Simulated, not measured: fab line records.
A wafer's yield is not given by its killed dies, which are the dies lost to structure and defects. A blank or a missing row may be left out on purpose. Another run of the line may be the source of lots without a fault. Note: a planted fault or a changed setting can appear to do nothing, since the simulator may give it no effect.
fab line records + flow nandHarc
[record]
- lots = 13
- wafers = 39
- lastDay = 25
route steps=1159 shown P_GATE@185 P_CONTACT@217 END@1159
lots that met no fault: taken from a fault-free run of the same line
startH: hours from the record's first day to the start of the lot's first wafer shown + waitH: hours since the lot's step before + " same as the row above + L1.1+2: a single row standing in for several wafers + - value missing, or start not given + * or withheld: withheld + < > ~ a bound
route shown NAME@n: NAME is a module with steps in the file, n the number in the route of the first one + usual: mean/standard deviation of fault-free wafers + same: alike in all rows + chamber/n: place in a boat + sites: readings site by site + _std_site: the values' standard deviation + _edge_site: mean of outer sites minus mean of inner sites + radiusMm: for every site, how far away it sits from the centre of the wafer + mask NAME#n: copy n + behind: tool/chamber where the wafer was last shaped + hold: the reason the lot was held/the length of the hold in hours/how it ended + device: the n, p or np transistor that did not switch + end of line: the same wafers' tests at the end of the route + a step without rows: its recipe alone + killed: not the wafer's yield, but the dies lost to structure and defects at the first sort + map: a wafer's dies, marking killed ones x, the rest . and places with no die _
set.NAME: setting as actually run; set.NAME@STEP: the setting as run at that earlier step + model.NAME: the simulator's own value behind a step, which no gauge read
a sample of lots followed through the steps of the route, with each step as a table and each wafer as a row
services: a tool's chamber out of use, with start hour (startH, from the record's first day; less than 0 if before it), hours out, and reason
[[steps]]
[step NHARC_P_GATE_CD_MEAS_59]
[recipe]
- targetCdNm = 720
- landingEnergyEv = 500
[usual]
- cdNm = 719.7/1.5
| lot.wafer | tool     | chamber | startH | waitH | cdNm  |
|-----------|----------|---------|--------|-------|-------|
| L369.3    | cdSem-03 | 0       | 105.58 | -     | 718.5 |
| L369.5    | "        | 0       | "      | "     | 717.0 |
| L369.6    | "        | 0       | "      | "     | 720.8 |
| L368.4    | cdSem-01 | 0       | 106.08 | -     | 718.0 |
| L368.5    | "        | 0       | "      | "     | 720.5 |
| L368.6    | "        | 0       | "      | "     | 720.8 |
| L371.1    | cdSem-01 | 0       | 119.84 | -     | 721.8 |
| L371.3    | "        | 0       | "      | "     | 718.8 |
| L371.5    | "        | 0       | "      | "     | 721.1 |
| L370.1    | cdSem-02 | 0       | 120.74 | -     | 718.1 |
| L370.4    | "        | 0       | "      | "     | 716.8 |
| L370.6    | "        | 0       | "      | "     | 718.7 |
| L372.2    | cdSem-01 | 0       | 124.38 | -     | 719.7 |
| L372.5    | "        | 0       | "      | "     | 720.6 |
| L372.6    | "        | 0       | "      | "     | 718.1 |
| L378.1    | cdSem-03 | 0       | 162.51 | -     | 718.4 |
| L378.4    | "        | 0       | "      | "     | 720.1 |
| L378.5    | "        | 0       | "      | "     | 717.9 |
| L377.2    | cdSem-03 | 0       | 163.04 | -     | 719.4 |
| L377.4    | "        | 0       | "      | "     | 719.5 |
| L377.5    | "        | 0       | "      | "     | 720.6 |
| L381.4    | cdSem-03 | 0       | 178.99 | -     | 718.0 |
| L381.5    | "        | 0       | "      | "     | 717.2 |
| L381.6    | "        | 0       | "      | "     | 717.7 |
| L382.4    | cdSem-02 | 0       | 179.93 | -     | 718.7 |
| L382.5    | "        | 0       | "      | "     | 718.8 |
| L382.6    | "        | 0       | "      | "     | 719.0 |
| L385.2    | cdSem-01 | 0       | 205.34 | -     | 717.9 |
| L385.4    | "        | 0       | "      | "     | 719.0 |
| L385.6    | "        | 0       | "      | "     | 718.1 |
| L388.1    | cdSem-03 | 0       | 222.57 | -     | 717.0 |
| L388.4    | "        | 0       | "      | "     | 719.1 |
| L388.6    | "        | 0       | "      | "     | 718.6 |
| L390.2    | cdSem-01 | 0       | 237.42 | -     | 720.5 |
| L390.3    | "        | 0       | "      | "     | 718.1 |
| L390.5    | "        | 0       | "      | "     | 718.4 |
| L391.1    | cdSem-03 | 0       | 241.48 | -     | 720.5 |
| L391.2    | "        | 0       | "      | "     | 722.3 |
| L391.6    | "        | 0       | "      | "     | 721.3 |
[step NHARC_P_GATE_DESCUM_61]
[recipe]
- timeS = 3
- o2FlowSccm = 200
- arFlowSccm = 0
- biasPowerW = 0
- chemistry = O2
[usual]
- drypumpMotorCurrentA = 5.7/0.39
- oesProductAu = 0.999/0.0077
- rfVppV = 57.9/0.95
- showerheadPlenumPTorr = 1.95/0.074
- throttleValvePct = 11.312/0.0083
| lot.wafer | tool       | chamber | startH | waitH | drypumpMotorCurrentA | oesProductAu | rfHoursCounterH | rfVppV | showerheadPlenumPTorr | throttleValvePct |
|-----------|------------|---------|--------|-------|----------------------|--------------|-----------------|--------|-----------------------|------------------|
| L369.3    | rieDiel-03 | 3       | 105.75 | -     | 6.4                  | 0.993        | 12              | 58.5   | 1.99                  | 11.330           |
| L369.5    | "          | 1       | "      | "     | 5.5                  | 1.009        | -               | 59.5   | 2.05                  | 11.304           |
| L369.6    | "          | 2       | "      | "     | 5.4                  | 0.988        | -               | 57.9   | 2.00                  | 11.330           |
| L368.4    | rieDiel-11 | 1       | 106.26 | -     | 5.5                  | 1.000        | 28              | 59.4   | 1.98                  | 11.303           |
| L368.6    | "          | 3       | "      | "     | 5.9                  | 0.996        | -               | 58.6   | 1.98                  | 11.306           |
| L368.5    | "          | 0       | "      | "     | 5.3                  | 1.006        | -               | 59.2   | 1.93                  | 11.323           |
| L371.1    | rieDiel-03 | 0       | 120.01 | -     | 5.4                  | 0.997        | 13              | 57.5   | 1.81                  | 11.310           |
| L371.3    | "          | 2       | "      | "     | 5.4                  | 0.988        | 14              | 57.7   | 2.00                  | 11.304           |
| L371.5    | "          | 3       | "      | "     | 6.4                  | 0.999        | -               | 57.9   | 1.99                  | 11.317           |
| L370.4    | rieDiel-03 | 3       | 120.99 | -     | 6.3                  | 1.000        | 14              | 57.9   | 1.99                  | 11.310           |
| L370.1    | "          | 0       | "      | "     | 5.4                  | 1.004        | 13              | 56.4   | 1.81                  | 11.319           |
| L370.6    | "          | 3       | "      | "     | 6.3                  | 0.992        | -               | 57.4   | 1.99                  | 11.311           |
| L372.2    | rieDiel-03 | 2       | 124.60 | -     | 5.3                  | 0.996        | 16              | 58.8   | 2.00                  | 11.314           |
| L372.6    | "          | 3       | "      | "     | 6.4                  | 1.001        | -               | 58.0   | 1.99                  | 11.327           |
| L372.5    | "          | 0       | "      | "     | 5.4                  | 0.995        | -               | 56.7   | 1.81                  | 11.331           |
| L378.1    | rieDiel-04 | 2       | 162.67 | -     | 5.6                  | 0.991        | 16              | 56.4   | 1.88                  | 11.311           |
| L378.4    | "          | 1       | "      | "     | 5.0                  | 1.008        | 16              | 57.5   | 1.90                  | 11.320           |
| L378.5    | "          | 3       | "      | "     | 6.1                  | 1.002        | -               | 57.6   | 1.95                  | 11.312           |
| L377.2    | rieDiel-03 | 0       | 163.21 | -     | 5.4                  | 0.993        | 21              | 57.9   | 1.81                  | 11.309           |
| L377.5    | "          | 0       | "      | "     | 5.4                  | 1.000        | -               | 57.2   | 1.81                  | 11.312           |
| L377.4    | "          | 1       | "      | "     | 5.6                  | 0.993        | -               | 59.1   | 2.05                  | 11.297           |
| L381.4    | rieDiel-03 | 3       | 179.15 | -     | 6.4                  | 1.000        | 21              | 58.9   | 1.99                  | 11.315           |
| L381.5    | "          | 2       | "      | "     | 5.4                  | 0.991        | -               | 60.3   | 1.99                  | 11.294           |
| L381.6    | "          | 3       | "      | "     | 6.4                  | 1.000        | -               | 59.1   | 1.99                  | 11.313           |
| L382.4    | rieDiel-04 | 2       | 180.10 | -     | 5.6                  | 0.995        | 26              | 56.1   | 1.87                  | 11.314           |
| L382.6    | "          | 1       | "      | "     | 5.0                  | 0.997        | -               | 58.7   | 1.90                  | 11.308           |
| L382.5    | "          | 2       | "      | "     | 5.6                  | 1.002        | -               | 58.4   | 1.87                  | 11.303           |
| L385.4    | rieDiel-03 | 0       | 205.50 | -     | 5.4                  | 0.999        | 29              | 57.1   | 1.81                  | 11.312           |
| L385.2    | "          | 3       | "      | "     | 6.4                  | 0.992        | 26              | 56.4   | 1.99                  | 11.313           |
| L385.6    | "          | 1       | "      | "     | 5.6                  | 0.994        | -               | 58.0   | 2.05                  | 11.318           |
| L388.4    | rieDiel-04 | 1       | 222.77 | -     | 5.0                  | 1.008        | 42              | 58.4   | 1.90                  | 11.317           |
| L388.1    | "          | 2       | "      | "     | 5.7                  | 1.005        | 34              | 56.5   | 1.87                  | 11.316           |
| L388.6    | "          | 0       | "      | "     | 6.0                  | 1.009        | -               | 58.7   | 1.97                  | 11.300           |
| L390.2    | rieDiel-11 | 1       | 237.60 | -     | 5.6                  | 0.998        | 12              | 57.1   | 1.96                  | 11.317           |
| L390.3    | "          | 3       | "      | "     | 5.9                  | 1.006        | 15              | 56.9   | 1.97                  | 11.308           |
| L390.5    | "          | 2       | "      | "     | 6.0                  | 1.008        | -               | 58.0   | 2.05                  | 11.315           |
| L391.2    | rieDiel-04 | 2       | 241.65 | -     | 5.6                  | 0.987        | 41              | 58.7   | 1.87                  | 11.299           |
| L391.1    | "          | 3       | "      | "     | 6.2                  | 0.993        | 52              | 58.2   | 1.93                  | 11.312           |
| L391.6    | "          | 2       | "      | "     | 5.6                  | 1.008        | -               | 56.6   | 1.87                  | 11.308           |
[step NHARC_P_GATE_RTA_64]
[recipe]
- tempC = 1050
- timeS = 1
[usual]
- lampPowerPct = 38.6/0.45
- wafer_temp_C_max = 1057.2/1.9
| lot.wafer | tool         | chamber | startH | waitH | lampPowerPct | wafer_temp_C_max |
|-----------|--------------|---------|--------|-------|--------------|------------------|
| L369.3    | rtpAnneal-02 | 0       | 109.58 | -     | 38.9         | 1059.2           |
| L369.5    | "            | 0       | "      | "     | 38.9         | 1059.0           |
| L369.6    | "            | 0       | "      | "     | 38.9         | 1058.8           |
| L368.4    | rtpAnneal-02 | 0       | 109.92 | -     | 38.9         | 1058.0           |
| L368.5    | "            | 0       | "      | "     | 38.9         | 1058.6           |
| L368.6    | "            | 0       | "      | "     | 38.9         | 1058.8           |
| L371.1    | rtpAnneal-01 | 0       | 123.38 | -     | 37.8         | 1058.4           |
| L371.3    | "            | 0       | "      | "     | 37.9         | 1056.2           |
| L371.5    | "            | 0       | "      | "     | 37.8         | 1054.8           |
| L370.1    | rtpAnneal-02 | 0       | 124.21 | -     | 38.9         | 1058.7           |
| L370.4    | "            | 0       | "      | "     | 38.9         | 1055.9           |
| L370.6    | "            | 0       | "      | "     | 38.9         | 1058.3           |
| L372.2    | rtpAnneal-01 | 0       | 127.82 | -     | 38.0         | 1055.5           |
| L372.5    | "            | 0       | "      | "     | 37.9         | 1054.0           |
| L372.6    | "            | 0       | "      | "     | 37.9         | 1054.4           |
| L378.1    | rtpAnneal-01 | 0       | 166.09 | -     | 37.9         | 1056.1           |
| L378.4    | "            | 0       | "      | "     | 37.9         | 1054.8           |
| L378.5    | "            | 0       | "      | "     | 37.9         | 1054.7           |
| L377.2    | rtpAnneal-01 | 0       | 171.45 | -     | 37.9         | 1054.2           |
| L377.4    | "            | 0       | "      | "     | 37.9         | 1054.4           |
| L377.5    | "            | 0       | "      | "     | 37.9         | 1053.3           |
| L381.4    | rtpAnneal-02 | 0       | 182.66 | -     | 38.9         | 1057.3           |
| L381.5    | "            | 0       | "      | "     | 38.9         | 1058.7           |
| L381.6    | "            | 0       | "      | "     | 38.8         | 1058.9           |
| L382.4    | rtpAnneal-02 | 0       | 183.71 | -     | 38.9         | 1058.5           |
| L382.5    | "            | 0       | "      | "     | 38.9         | 1058.4           |
| L382.6    | "            | 0       | "      | "     | 38.9         | 1059.2           |
| L385.2    | rtpAnneal-02 | 0       | 208.77 | -     | 39.0         | 1056.3           |
| L385.4    | "            | 0       | "      | "     | 38.9         | 1056.2           |
| L385.6    | "            | 0       | "      | "     | 38.8         | 1058.7           |
| L388.1    | rtpAnneal-01 | 0       | 226.15 | -     | 37.9         | 1054.9           |
| L388.4    | "            | 0       | "      | "     | 38.0         | 1054.5           |
| L388.6    | "            | 0       | "      | "     | 37.9         | 1055.2           |
| L390.2    | rtpAnneal-02 | 0       | 241.33 | -     | 38.9         | 1055.2           |
| L390.3    | "            | 0       | "      | "     | 39.0         | 1057.4           |
| L390.5    | "            | 0       | "      | "     | 38.8         | 1057.4           |
| L391.1    | rtpAnneal-02 | 0       | 244.88 | -     | 38.9         | 1058.5           |
| L391.2    | "            | 0       | "      | "     | 38.9         | 1058.7           |
| L391.6    | "            | 0       | "      | "     | 38.9         | 1058.7           |
[step NHARC_P_CONTACT_DEP_30]
[recipe]
- targetThkA = 300
- tempC = 400
- targetThkNm = 30
- flowSccm = 200
- rfW = 450
- material = SiNx
[usual]
- heaterPowerW = 764/140
- rfFwdPowerW = 448.8/1.5
| lot.wafer | tool     | chamber | startH | waitH | heaterPowerW | rfFwdPowerW | sinceWetCleanH |
|-----------|----------|---------|--------|-------|--------------|-------------|----------------|
| L369.3    | pecvd-01 | 0       | 111.08 | 0.1   | 575          | 450.3       | 42             |
| L369.6    | "        | 1       | "      | "     | 1085         | 450.2       | -              |
| L369.5    | "        | 0       | "      | "     | 602          | 449.5       | -              |
| L368.5    | pecvd-02 | 2       | 111.81 | 0.2   | 853          | 447.8       | -              |
| L368.4    | "        | 0       | "      | "     | 719          | 446.5       | -              |
| L368.6    | "        | 1       | "      | "     | 672          | 446.5       | -              |
| L371.1    | pecvd-04 | 2       | 124.71 | 0.1   | 806          | 448.0       | 97             |
| L371.3    | "        | 1       | "      | "     | 719          | 449.7       | 97             |
| L371.5    | "        | 2       | "      | "     | 824          | 447.5       | -              |
| L370.1    | pecvd-01 | 2       | 125.59 | 0.1   | 739          | 449.4       | 57             |
| L370.4    | "        | 2       | "      | "     | 726          | 449.5       | -              |
| L370.6    | "        | 2       | "      | "     | 732          | 447.7       | -              |
| L372.2    | pecvd-01 | 2       | 129.20 | 0.1   | 686          | 449.1       | 60             |
| L372.6    | "        | 0       | "      | "     | 654          | 445.1       | -              |
| L372.5    | "        | 2       | "      | "     | 709          | 448.5       | -              |
| L378.1    | pecvd-01 | 1       | 167.54 | 0.1   | 1167         | 377.3       | 99             |
| L378.5    | "        | 2       | "      | "     | 780          | 447.8       | -              |
| L378.4    | "        | 1       | "      | "     | 926          | 376.7       | -              |
| L377.2    | pecvd-02 | 1       | 172.82 | 0.1   | 688          | 451.6       | 7              |
| L377.5    | "        | 1       | "      | "     | 714          | 449.7       | -              |
| L377.4    | "        | 2       | "      | "     | 842          | 446.8       | -              |
| L381.5    | pecvd-01 | 0       | 184.36 | 0.4   | 653          | 447.7       | -              |
| L381.6    | "        | 1       | "      | "     | 998          | 377.7       | -              |
| L381.4    | "        | 2       | "      | "     | 695          | 449.3       | -              |
| L382.4    | pecvd-01 | 1       | 185.09 | 0.2   | 1014         | 375.8       | -              |
| L382.5    | "        | 2       | "      | "     | 684          | 448.6       | -              |
| L382.6    | "        | 0       | "      | "     | 607          | 448.3       | -              |
| L385.2    | pecvd-02 | 1       | 210.14 | 0.1   | 661          | 448.5       | 44             |
| L385.4    | "        | 0       | "      | "     | 667          | 450.3       | -              |
| L385.6    | "        | 1       | "      | "     | 640          | 447.8       | -              |
| L388.1    | pecvd-02 | 0       | 227.50 | 0.1   | 773          | 447.5       | 61             |
| L388.4    | "        | 1       | "      | "     | 710          | 448.3       | -              |
| L388.6    | "        | 2       | "      | "     | 779          | 450.5       | -              |
| L390.3    | pecvd-02 | 1       | 242.91 | 0.3   | 642          | 448.1       | 77             |
| L390.2    | "        | 2       | "      | "     | 825          | 447.1       | 77             |
| L390.5    | "        | 2       | "      | "     | 782          | 450.7       | -              |
| L391.1    | pecvd-04 | 0       | 246.99 | 0.4   | 831          | 448.5       | 38             |
| L391.2    | "        | 1       | "      | "     | 751          | 449.9       | 38             |
| L391.6    | "        | 1       | "      | "     | 760          | 447.5       | -              |
[step NHARC_END_SORT_01]
[recipe]
- tempC = 25
[usual]
- killedAtArray = 25/9.8
- killedAtOther = 0.8/1.1
- killedAtPeriphery = 3.3/2.1
- killedDies = 29/10
- killedOpen = 3.3/1.8
- killedShort = 1.9/1.4
[same]
- grossDies = 677
| lot.wafer | tool      | chamber | startH | waitH | killedAtArray | killedAtOther | killedAtPeriphery | killedDies | killedOpen | killedShort |
|-----------|-----------|---------|--------|-------|---------------|---------------|-------------------|------------|------------|-------------|
| L377.2    | prober-02 | 0       | 510.65 | 2.8   | 40            | 4             | 3                 | 47         | 4          | 1           |
| L377.4    | prober-02 | 0       | 512.24 | 3.4   | 24            | 3             | 3                 | 30         | 1          | 3           |
| L377.5    | prober-02 | 0       | 513.04 | 3.7   | 35            | 1             | 1                 | 37         | 0          | 2           |
// killed by level:class
L377.2 A_SLIT:chamberFilmFlake=14 A_CHANNEL_HOLE_D1:chamberFilmFlake=13 A_CONTACT:chamberFilmFlake=4 THIN_TSV:chamberFilmFlake=4 P_GATE:chamberFilmFlake=2 A_CHANNEL_FILL_D1:chamberFilmFlake=2 A_M0:chamberFilmFlake=2 P_M1:geometricParticle:open=1
L377.4 A_CHANNEL_HOLE_D1:chamberFilmFlake=10 A_SLIT:chamberFilmFlake=5 THIN_TSV:chamberFilmFlake=3 A_CHANNEL_FILL_D1:chamberFilmFlake=2 A_STAIRCASE:chamberFilmFlake=2 P_GATE:geometricParticle:short=1 P_M0:geometricParticle:short=1 A_CONTACT:geometricParticle:open=1
L377.5 A_SLIT:chamberFilmFlake=17 A_CHANNEL_HOLE_D1:chamberFilmFlake=9 A_STAIRCASE:chamberFilmFlake=3 A_M0:chamberFilmFlake=2 A_ONON_D1:geometricParticle:short=1 A_CHANNEL_FILL_D1:geometricParticle:short=1 P_GATE:chamberFilmFlake=1 A_SGD_CUT:chamberFilmFlake=1
[[services]]
| tool       | chamber | startH | hours | kind   |
|------------|---------|--------|-------|--------|
| rieDiel-03 | -       | 94.39  | 0.5   | repair |
| rieDiel-03 | 0       | 96.30  | -     | clean  |
| rieDiel-03 | 1       | 96.30  | -     | clean  |
| rieDiel-03 | 2       | 96.30  | -     | clean  |
| rieDiel-03 | 3       | 96.30  | -     | clean  |
| pecvd-02   | 1       | 97.21  | 6.1   | repair |
| pecvd-04   | 0       | 101.87 | 22.2  | repair |
| rieDiel-04 | -       | 112.04 | 9.0   | pm     |
| pecvd-01   | 1       | 115.54 | 17.7  | repair |
| rieDiel-03 | 0       | 120.96 | -     | clean  |
| rieDiel-03 | 1       | 120.96 | -     | clean  |
| rieDiel-03 | 2       | 120.96 | -     | clean  |
| rieDiel-11 | 1       | 139.63 | 2.1   | repair |
| pecvd-02   | -       | 153.17 | 13.0  | pm     |
| rieDiel-03 | -       | 166.74 | 1.7   | repair |
| pecvd-01   | -       | 178.03 | 1.0   | repair |
| rieDiel-11 | -       | 189.59 | 9.0   | pm     |
| pecvd-04   | -       | 195.95 | 13.0  | pm     |
| rieDiel-04 | 2       | 196.01 | 14.9  | repair |
| rieDiel-03 | -       | 215.33 | 9.0   | pm     |
| pecvd-01   | 2       | 228.91 | 5.2   | repair |
| pecvd-04   | 2       | 229.12 | 7.9   | repair |
| rieDiel-04 | 1       | 229.80 | 3.6   | repair |
| pecvd-01   | -       | 237.14 | 13.0  | pm     |
[[key]]
[firstSign]
- step = NHARC_P_CONTACT_DEP_30
- reading = rfFwdPowerW
- direction = down
- sigmas = 49
- usual = *
- struck = *
effect none on later readings
metAt NHARC_P_CONTACT_DEP_30
struckLots L378,L381,L382
struckWafers L378.1,L378.4,L381.6,L382.4
testerLeftOut L378,L381,L382
notActingAt NHARC_P_GATE_CD_MEAS_59,NHARC_P_GATE_DESCUM_61,NHARC_P_GATE_RTA_64
onsetBetween 111.08 167.54
[fault]
- kind = processParameterDrift
- tool = pecvd-01
- chamber = 1
- onsetH = 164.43
- steps = NHARC_P_CONTACT_DEP_30
- channel = rfW
- offset = *
- shape = step
- endH = 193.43
- actsIn = *
- stated = *
// testerLeftOut: of these lots the tester's yield and bins aren't shown, on N5 and GAA mostly nor the transistor test; their killed dies are dies lost to structure and defects alone, not to doping, threshold or leakage, so they don't give the yield
